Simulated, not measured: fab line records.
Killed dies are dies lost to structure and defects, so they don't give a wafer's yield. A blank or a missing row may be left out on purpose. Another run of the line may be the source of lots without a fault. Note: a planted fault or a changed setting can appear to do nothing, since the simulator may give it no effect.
fab line records	flow n5Finfet
[record] lots = 7	wafers = 21
route steps=1938 shown BEOL_M13@1665 BEOL_M14@1716 MIM_TOP@1835
startH: hours from the record's opening day to when the first of the lot's shown wafers began	waitH: hours since the lot's step before	" identical to the entry in the row above	L1.1+2: a single row standing in for several wafers	- either no value or no given start	* or withheld: withheld	< > ~ a bound
route shown NAME@n: a module of which the file shows steps, and the number in the route of the first	usual: mean and standard deviation over wafers with no fault	same: alike in all rows	chamber/n: place in a boat	sites: readings site by site	_std_site: how widely they spread, as a standard deviation	_edge_site: outer sites' mean less inner sites'	radiusMm: how far each site lies from the wafer's centre	mask NAME#n: copy n	behind: the last tool/chamber to shape the wafer	hold: why the lot went on hold/how many hours it stayed there/how the hold came to an end	device: the n, p or np transistor that did not switch	end of line: the same wafers' tests at the end of the route	a step given without rows: its recipe and nothing more	killed: dies lost to structure and defects at the first sort, not the wafer's yield	map: a wafer's dies, x killed, . not, _ none there
set.NAME: the setting the step ran with; set.NAME@STEP: the setting that earlier step ran with	model.NAME: the simulator's own value behind a step, which no gauge read
lots where settings were altered on purpose, with a table for each step and a row for each wafer
[[steps]]
[step N5_BEOL_M13_EXPOSE_07]
[recipe] maskId = V12	na = 0.93	sourceShape = conventional	sigmaOuter = 0.6	polarization = unpolarized	attpsmPhaseDeg = 180	doseMj = 24.8
lot.wafer	tool	chamber	startH	waitH	mask	set.doseMj
L077.2+4	krfScanner-01	0	268.30	-	V12#0	26.27
L077.6	"	0	"	"	V12#0	24.8
L079.4+6	krfScanner-02	0	287.11	-	V12#0	23.52
L079.5	"	0	"	"	V12#0	24.8
L074.3+4+6	krfScanner-02	0	299.22	-	V12#0	24.8
L082.1+5	krfScanner-02	0	300.33	-	V12#0	24.8
L082.6	"	0	"	"	V12#0	26
L085.3+4	krfScanner-01	0	310.26	-	V12#0	23.78
L085.6	"	0	"	"	V12#0	24.8
L087.4+5+6	krfScanner-02	0	347.91	-	V12#0	24.8
L092.1+4	krfScanner-02	0	368.44	-	V12#0	24.8
L092.5	"	0	"	"	V12#0	26.2
[step N5_BEOL_M13_PEB_08]
[recipe] pebTempC = 130	pebTimeS = 90
[step N5_BEOL_M13_DEVELOP_09]
[recipe] developTimeS = 45	rinseLiquid = diw	dry = airSpin	devTempC = 21
[step N5_BEOL_M13_HARDBAKE_14]
[recipe] tempC = 130	timeS = 120
[step N5_BEOL_M13_CD_MEAS_10]
[recipe] targetCdNm = 190	landingEnergyEv = 500	detector = seInlens	polarity = opening
[usual] cdNm = 189.1/1.5
lot.wafer	tool	chamber	startH	waitH	set.doseMj@BEOL_M13_EXPOSE_07	cdNm
L077.2	cdSem-01	0	268.47	-	26.27	195.3
L077.4	"	0	"	"	26.27	194.4
L077.6	"	0	"	"	24.8	188.7
L079.4	cdSem-02	0	287.27	-	23.52	185.0
L079.5	"	0	"	"	24.8	189.9
L079.6	"	0	"	"	23.52	185.2
L074.3	cdSem-02	0	299.38	-	24.8	189.4
L074.4	"	0	"	"	24.8	189.6
L074.6	"	0	"	"	24.8	190.8
L082.1	cdSem-01	0	300.50	-	24.8	189.6
L082.5	"	0	"	"	24.8	190.9
L082.6	"	0	"	"	26	194.5
L085.3	cdSem-01	0	310.42	-	23.78	185.9
L085.4	"	0	"	"	23.78	185.4
L085.6	"	0	"	"	24.8	191.0
L087.4	cdSem-01	0	348.07	-	24.8	187.0
L087.5	"	0	"	"	24.8	187.4
L087.6	"	0	"	"	24.8	187.1
L092.1	cdSem-03	0	368.61	-	24.8	187.2
L092.4	"	0	"	"	24.8	187.1
L092.5	"	0	"	"	26.2	193.9
[step N5_BEOL_M13_DESCUM_15]
[recipe] chemistry = O2	timeS = 7.9	sourcePowerW = 50	biasPowerW = 20	pressureMtorr = 20	rfFrequencyHz = 2.712e+07	tempC = 40	o2FlowSccm = 225
[step N5_BEOL_M13_ETCH_59]
[recipe] chemistry = N2/H2	target = BARC	targetDepthA = 890	overetchA = 267	timeS = 67.9	ionEnergyEv = 200	pressureMtorr = 30	sourceW = 840	biasW = 150	n2FlowSccm = 200	h2FlowSccm = 200
[step N5_BEOL_M13_VIA_ETCH_16]
[recipe] chemistry = C4F8/O2/Ar	target = SiOC	pressureMtorr = 30	sourceW = 3000	biasW = 700	Ar_flow_sccm = 400	C4F8_flow_sccm = 15	O2_flow_sccm = 8	heInnerTorr = 15	heOuterTorr = 30	targetDepthA = 9217	timeS = withheld	ionEnergyEv = 250	ends = cleared
lot.wafer	tool	chamber	startH	waitH	set.timeS@BEOL_M13_ILD_DEP_00	model.etch.depthNm	model.coat_of_BEOL_M13_COAT_04.thkNm
L077.2	rieDiel-06	2	268.64	0.0	*	854.3	68.8
L077.4	"	0	"	"	*	873.2	58.8
L077.6	"	1	"	"	*	853.3	65.4
L079.4	rieDiel-06	1	287.46	0.0	*	841	69.2
L079.5	"	0	"	"	*	853.6	63
L079.6	"	3	"	"	*	712.3	107.6
L074.3	rieDiel-06	2	299.59	0.0	*	834.9	76
L074.4	"	0	"	"	*	839.3	69
L074.6	"	2	"	"	*	847.1	71
L082.1	rieDiel-04	2	300.67	0.0	*	897.4	53.2
L082.5	"	2	"	"	*	910.3	49.4
L082.6	"	3	"	"	*	846.8	65.8
L085.3	rieDiel-02	0	311.73	0.0	*	838.4	69.4
L085.4	"	1	"	"	*	852.4	68.6
L085.6	"	2	"	"	*	901	54.6
L087.4	rieDiel-02	2	348.24	0.0	*	759.5	96.2
L087.5	"	2	"	"	*	856.6	67.6
L087.6	"	3	"	"	*	861.7	64.8
L092.1	rieDiel-06	3	368.79	0.0	*	883.6	56.4
L092.4	"	0	"	"	*	843.3	64.6
L092.5	"	1	"	"	*	842	66.8
[step N5_BEOL_M13_STRIP_63]
[recipe] chemistry = N2/H2	powerW = 1000	tempC = 250	h2Frac = 0.65	overashFraction = 0.3	pressureMtorr = 1000	n2FlowSccm = 1750	h2FlowSccm = 3250
[usual] stripTimeToEndpointS = 27.7/1.1
lot.wafer	tool	chamber	startH	waitH	set.timeS@BEOL_M13_ILD_DEP_00	stripTimeToEndpointS
L077.2	plasmaAsher-02	1	268.88	-	166.4	27.3
L077.4	"	0	"	"	166.4	24.3
L077.6	"	1	"	"	166.4	26.3
L079.4	plasmaAsher-01	0	287.72	-	166.4	27.4
L079.5	"	0	"	"	166.4	25.6
L079.6	"	1	"	"	142.4	38.3
L074.3	plasmaAsher-02	1	299.84	-	166.4	29.4
L074.4	"	0	"	"	166.4	27.4
L074.6	"	1	"	"	166.4	28.0
L082.1	plasmaAsher-01	0	300.91	-	180.2	22.6
L082.5	"	1	"	"	180.2	21.4
L082.6	"	0	"	"	166.4	26.4
L085.3	plasmaAsher-02	1	311.99	-	166.4	27.5
L085.4	"	0	"	"	166.4	27.3
L085.6	"	0	"	"	176.3	23.1
L087.4	plasmaAsher-02	0	348.49	-	150	35.2
L087.5	"	0	"	"	166.4	27.0
L087.6	"	1	"	"	166.4	26.1
L092.1	plasmaAsher-02	0	369.03	-	179	23.6
L092.4	"	1	"	"	166.4	26.1
L092.5	"	1	"	"	166.4	26.7
[step N5_BEOL_M13_STRIP_64]
[recipe] chemistry = N2/H2	powerW = 1000	tempC = 250	h2Frac = 0.65	overashFraction = 0.3	pressureMtorr = withheld	n2FlowSccm = 1750	h2FlowSccm = 3250
[step N5_BEOL_M13_STRIP_71]
[recipe] chemistry = postEtchResidueRemover	timeS = 60	tempC = 25	removerPh = withheld	removerWaterWtPct = withheld	removerFluorideWtPct = withheld
[step N5_BEOL_M13_SRD_72]
[recipe] timeS = 30	tempC = 23	rinseLiquid = diw	dry = n2Spin	spinRpm = 1500	dryTimeS = 30
[step N5_BEOL_M13_CD_MEAS_17]
[recipe] targetCdNm = 190	polarity = opening
[usual] cdNm = 189.7/1.8
lot.wafer	tool	chamber	startH	waitH	set.doseMj@BEOL_M13_EXPOSE_07	cdNm
L077.2	cdSem-03	-	269.09	0.0	26.27	195.4
L077.4	"	-	"	"	26.27	195.0
L077.6	"	-	"	"	24.8	190.8
L079.4	cdSem-02	-	287.94	0.0	23.52	186.6
L079.5	"	-	"	"	24.8	190.6
L079.6	"	-	"	"	23.52	185.1
L074.3	cdSem-02	-	300.07	0.0	24.8	189.0
L074.4	"	-	"	"	24.8	190.8
L074.6	"	-	"	"	24.8	190.3
L082.1	cdSem-03	-	301.12	0.0	24.8	190.3
L082.5	"	-	"	"	24.8	191.6
L082.6	"	-	"	"	26	195.9
L085.3	cdSem-03	-	312.18	0.0	23.78	185.3
L085.4	"	-	"	"	23.78	184.1
L085.6	"	-	"	"	24.8	192.3
L087.4	cdSem-03	-	348.68	0.0	24.8	187.5
L087.5	"	-	"	"	24.8	188.0
L087.6	"	-	"	"	24.8	187.7
L092.1	cdSem-01	-	369.23	0.0	24.8	188.7
L092.4	"	-	"	"	24.8	188.6
L092.5	"	-	"	"	26.2	195.3
[step N5_BEOL_M14_ILD_DEP_00]
[recipe] material = SiO2	targetThkA = 11193	tempC = 400	precursor = TEOS/O2	pressureTorr = 6.5	rfW = 900	teosFlowSccm = 161.4	gas = O2	flowSccm = 2650	timeS = 237.4
lot.wafer	tool	chamber	startH	waitH	set.timeS	model.SiO2_of_BEOL_M14_ILD_DEP_00.thkNm
L077.2	pecvd-01	0	272.55	0.0	205.6	975.8
L077.4	"	1	"	"	205.6	971.2
L077.6	"	0	"	"	237.4	1135
L079.4	pecvd-03	1	291.46	0.1	272.7	1283
L079.5	"	0	"	"	237.4	1134
L079.6	"	2	"	"	237.4	1121
L074.3	pecvd-03	1	303.47	0.0	237.4	1094
L074.4	"	1	"	"	237.4	1115
L074.6	"	2	"	"	237.4	1123
L082.1	pecvd-04	2	305.42	0.0	214.8	983.8
L082.5	"	1	"	"	214.8	1018
L082.6	"	2	"	"	237.4	1109
L085.3	pecvd-01	1	317.15	0.0	207.2	955
L085.4	"	2	"	"	237.4	1123
L085.6	"	0	"	"	237.4	1109
L087.4	pecvd-01	0	354.65	0.1	227.7	1078
L087.5	"	1	"	"	227.7	1075
L087.6	"	2	"	"	237.4	1125
L092.1	pecvd-01	1	373.10	0.0	204.2	956.6
L092.4	"	2	"	"	204.2	970.8
L092.5	"	0	"	"	237.4	1132
[step N5_BEOL_M14_THK_MEAS_01]
[recipe] reads = SiO2_of_BEOL_M14_ILD_DEP_00
[usual] M14_ILD_THK = 1112/15
lot.wafer	tool	chamber	startH	waitH	set.timeS@BEOL_M14_ILD_DEP_00	M14_ILD_THK[nm]
L077.2	filmMetro-02	-	272.74	0.1	205.6	976
L077.4	"	-	"	"	205.6	971
L077.6	"	-	"	"	237.4	1134
L079.4	filmMetro-01	-	291.57	0.0	272.7	1283
L079.5	"	-	"	"	237.4	1134
L079.6	"	-	"	"	237.4	1123
L074.3	filmMetro-01	-	303.66	0.1	237.4	1093
L074.4	"	-	"	"	237.4	1115
L074.6	"	-	"	"	237.4	1124
L082.1	filmMetro-01	-	305.61	0.1	214.8	984
L082.5	"	-	"	"	214.8	1018
L082.6	"	-	"	"	237.4	1109
L085.3	filmMetro-02	-	317.34	0.1	207.2	955
L085.4	"	-	"	"	237.4	1123
L085.6	"	-	"	"	237.4	1108
L087.4	filmMetro-02	-	354.76	0.0	227.7	1078
L087.5	"	-	"	"	227.7	1075
L087.6	"	-	"	"	237.4	1126
L092.1	filmMetro-02	-	373.29	0.1	204.2	956
L092.4	"	-	"	"	204.2	971
L092.5	"	-	"	"	237.4	1131
[step N5_BEOL_M14_COAT_58]
[recipe] resist = BARC	tempC = 205	timeS = 60	spinRpm = 1500	resistThkNm = 89
lot.wafer	tool	chamber	startH	waitH	set.spinRpm	model.BARC_of_BEOL_M14_COAT_58.thkNm
L077.2	lithoTrack-05	0	272.77	0.0	1661	84.6
L077.4+6	"	0	"	"	1500	89
L079.4	lithoTrack-01	0	291.61	0.0	1500	89.2
L079.5+6	"	0	"	"	1393	92.6
L074.3	lithoTrack-04	0	303.70	0.0	1500	88.6
L074.4+6	"	0	"	"	1500	88.8
L082.1+5	lithoTrack-05	0	305.64	0.0	1500	88.8
L082.6	"	0	"	"	1500	89
L085.3+6	lithoTrack-04	0	317.37	0.0	1599	86.2
L085.4	"	0	"	"	1500	89
L087.4	lithoTrack-01	0	354.79	0.0	1500	89.4
L087.5	"	0	"	"	1451	90.2
L087.6	"	0	"	"	1451	90.4
L092.1	lithoTrack-05	0	373.32	0.0	1500	89.2
L092.4	"	0	"	"	1430	91.2
L092.5	"	0	"	"	1430	91
[step N5_BEOL_M14_COAT_04]
[recipe] spinRpm = 1704	resistThkNm = 800
[step N5_BEOL_M14_EBR_06]
[recipe] solvent = PGMEA	ebrWidthMm = 1.5
[step N5_BEOL_M14_DESCUM_15]
[recipe] chemistry = O2	timeS = 7.9	sourcePowerW = 50	biasPowerW = 20	pressureMtorr = 20	rfFrequencyHz = 2.712e+07	tempC = 40	o2FlowSccm = 225
[step N5_BEOL_M14_ETCH_59]
[recipe] chemistry = N2/H2	target = BARC	targetDepthA = 890	overetchA = 267	timeS = 67.9	ionEnergyEv = 200	pressureMtorr = 30	sourceW = 840	biasW = 150	n2FlowSccm = 200	h2FlowSccm = 200
lot.wafer	tool	chamber	startH	waitH	set.spinRpm@BEOL_M14_COAT_58	model.etch.depthNm
L077.2	rieDiel-05	0	273.21	0.0	1661	84.54
L077.4	"	2	"	"	1500	88.91
L077.6	"	3	"	"	1500	88.99
L079.4	rieDiel-01	3	292.00	0.0	1500	89.12
L079.5+6	"	2,1	"	"	1393	92.65
L074.3	rieDiel-03	3	304.54	0.0	1500	88.67
L074.4	"	1	"	"	1500	88.72
L074.6	"	1	"	"	1500	88.71
L082.1	rieDiel-01	2	306.65	0.0	1500	88.79
L082.5	"	2	"	"	1500	88.9
L082.6	"	1	"	"	1500	88.91
L085.3	rieDiel-01	3	317.90	0.0	1599	86.25
L085.4	"	2	"	"	1500	88.93
L085.6	"	2	"	"	1599	86.21
L087.4	rieDiel-01	3	355.31	0.0	1500	89.35
L087.5	"	3	"	"	1451	90.27
L087.6	"	0	"	"	1451	90.44
L092.1	rieDiel-03	0	373.82	0.0	1500	89.13
L092.4	"	2	"	"	1430	91.19
L092.5	"	3	"	"	1430	91.08
[step N5_BEOL_M14_VIA_ETCH_16]
[recipe] chemistry = C4F8/O2/Ar	target = SiO2	heInnerTorr = 15	heOuterTorr = 30	targetDepthA = 12313	timeS = withheld	ionEnergyEv = 800	pressureMtorr = 20	sourceW = 1905	biasW = 2040	Ar_flow_sccm = 400	C4F8_flow_sccm = 16	O2_flow_sccm = 12	ends = cleared
lot.wafer	tool	chamber	startH	waitH	set.timeS@BEOL_M14_ILD_DEP_00	model.etch.depthNm	model.coat_of_BEOL_M14_COAT_04.thkNm
L077.2	rieDiel-05	0	273.26	0.0	*	975.7	482.2
L077.4	"	2	"	"	*	971.2	477.6
L077.6	"	3	"	"	*	1135	443.8
L079.4	rieDiel-01	3	292.05	0.0	*	1283	416.4
L079.5	"	2	"	"	*	1134	444.8
L079.6	"	1	"	"	*	1121	449
L074.3	rieDiel-03	3	304.59	0.0	*	1094	453
L074.4	"	1	"	"	*	1115	454.4
L074.6	"	1	"	"	*	1123	452.6
L082.1	rieDiel-01	2	306.70	0.0	*	983.9	481.8
L082.5	"	2	"	"	*	1018	474
L082.6	"	1	"	"	*	1109	452.4
L085.3	rieDiel-01	3	317.95	0.0	*	955.1	495.2
L085.4	"	2	"	"	*	1123	450.6
L085.6	"	2	"	"	*	1109	453
L087.4	rieDiel-01	3	355.37	0.0	*	1078	460.6
L087.5	"	3	"	"	*	1075	465
L087.6	"	0	"	"	*	1125	452.4
L092.1	rieDiel-03	0	373.87	0.0	*	956.6	488.4
L092.4	"	2	"	"	*	970.8	489.4
L092.5	"	3	"	"	*	1132	445.6
[step N5_BEOL_M14_DEP_53]
[recipe] material = SiCN	targetThkA = 500	tempC = withheld	precursor = 3MS/NH3	pressureTorr = 3	rfW = 675	timeS = 17.8
lot.wafer	tool	chamber	startH	waitH	set.timeS	model.SiCN_of_BEOL_M14_DEP_53.thkNm
L077.2	pecvd-01	0	276.62	0.0	17.8	48.6
L077.4	"	0	"	"	17.8	49
L077.6	"	1	"	"	17.8	49.8
L079.4	pecvd-01	0	297.58	0.0	17.8	49.6
L079.5	"	2	"	"	18.52	51.8
L079.6	"	1	"	"	18.52	51.6
L074.3	pecvd-01	1	309.44	0.0	17.8	49
L074.4	"	2	"	"	17.8	50
L074.6	"	1	"	"	17.8	49.8
L082.1	pecvd-04	2	311.39	0.0	18.74	52
L082.5	"	0	"	"	17.8	50.4
L082.6	"	1	"	"	18.74	52.4
L085.3+6	pecvd-03	1,0	324.07	0.0	17.8	50.4
L085.4	"	1	"	"	17.8	50.6
L087.4	pecvd-03	2	359.43	0.0	19.25	55.6
L087.5	"	0	"	"	19.25	54.2
L087.6	"	1	"	"	17.8	50.6
L092.1	pecvd-01	1	378.20	0.0	17.8	48.2
L092.4	"	0	"	"	17.8	49
L092.5	"	1	"	"	17.8	49.2
[step N5_MIM_TOP_ALD_01]
[recipe] material = HfO2	targetThkA = 56	tempC = withheld	aldPrecursorFamily = Hf-amide	aldCoReactant = O3	pulseTimeS = 1	purgeTimeS = 3	coReactantPurgeTimeS = 2	coReactantPulseTimeS = 3	aldCycles = 62
lot.wafer	tool	chamber	startH	waitH	set.aldCycles	model.HfO2_of_MIM_TOP_ALD_01.thkNm
L077.2+4+6	aldHk-03	2,1,1	-	-	52	4.8
L079.4+6	aldHk-01	1	-	-	68	6.2
L079.5	"	0	"	"	62	5.6
L074.3+4+6	aldHk-02	3,0,3	-	-	62	5.6
L082.1	aldHk-01	2	-	-	62	5.6
L082.5+6	"	3,0	"	"	53	4.8
L085.3	aldHk-02	2	-	-	54	4.8
L085.4+6	"	3	"	"	62	5.6
L087.4+5+6	aldHk-02	0,0,3	-	-	62	5.6
L092.1+4+5	aldHk-01	1,3,3	-	-	62	5.6
[[key]]
[split] step = N5_BEOL_M13_EXPOSE_07	setting = doseMj	stated = 24.8	by = wafer
[response] step = N5_BEOL_M13_CD_MEAS_10	reading = cdNm	change = +1.06	per = 1%	r = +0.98
[response] step = N5_BEOL_M13_CD_MEAS_17	reading = cdNm	change = +1.07	per = 1%	r = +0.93
[split] step = N5_BEOL_M14_ILD_DEP_00	setting = timeS	stated = 237.4	by = wafer
[response] step = N5_BEOL_M14_ILD_DEP_00	reading = model.SiO2_of_BEOL_M14_ILD_DEP_00.thkNm	change = +11.7	per = 1%	r = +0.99
[response] step = N5_BEOL_M14_THK_MEAS_01	reading = M14_ILD_THK	change = +11.6	per = 1%	r = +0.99
[response] step = N5_BEOL_M14_VIA_ETCH_16	reading = model.etch.depthNm	change = +11.7	per = 1%	r = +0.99
[response] step = N5_BEOL_M14_VIA_ETCH_16	reading = model.coat_of_BEOL_M14_COAT_04.thkNm	change = -2.75	per = 1%	r = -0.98
[split] step = N5_BEOL_M14_COAT_58	setting = spinRpm	stated = 1500	by = wafer
[response] step = N5_BEOL_M14_COAT_58	reading = model.BARC_of_BEOL_M14_COAT_58.thkNm	change = -0.42	per = 1%	r = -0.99
[response] step = N5_BEOL_M14_ETCH_59	reading = model.etch.depthNm	change = -0.425	per = 1%	r = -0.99
[split] step = N5_BEOL_M14_DEP_53	setting = timeS	stated = 17.8	by = wafer
[response] step = N5_BEOL_M14_DEP_53	reading = model.SiCN_of_BEOL_M14_DEP_53.thkNm	change = +0.479	per = 1%	r = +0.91
[split] step = N5_MIM_TOP_ALD_01	setting = aldCycles	stated = 62	by = wafer
[response] step = N5_MIM_TOP_ALD_01	reading = model.HfO2_of_MIM_TOP_ALD_01.thkNm	change = +0.0589	per = 1%	r = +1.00
split outsideThisFile step=N5_BEOL_M13_ILD_DEP_00 setting=timeS
// split outsideThisFile: this setting was split too, and the file shows its column; the key of that split is in another file
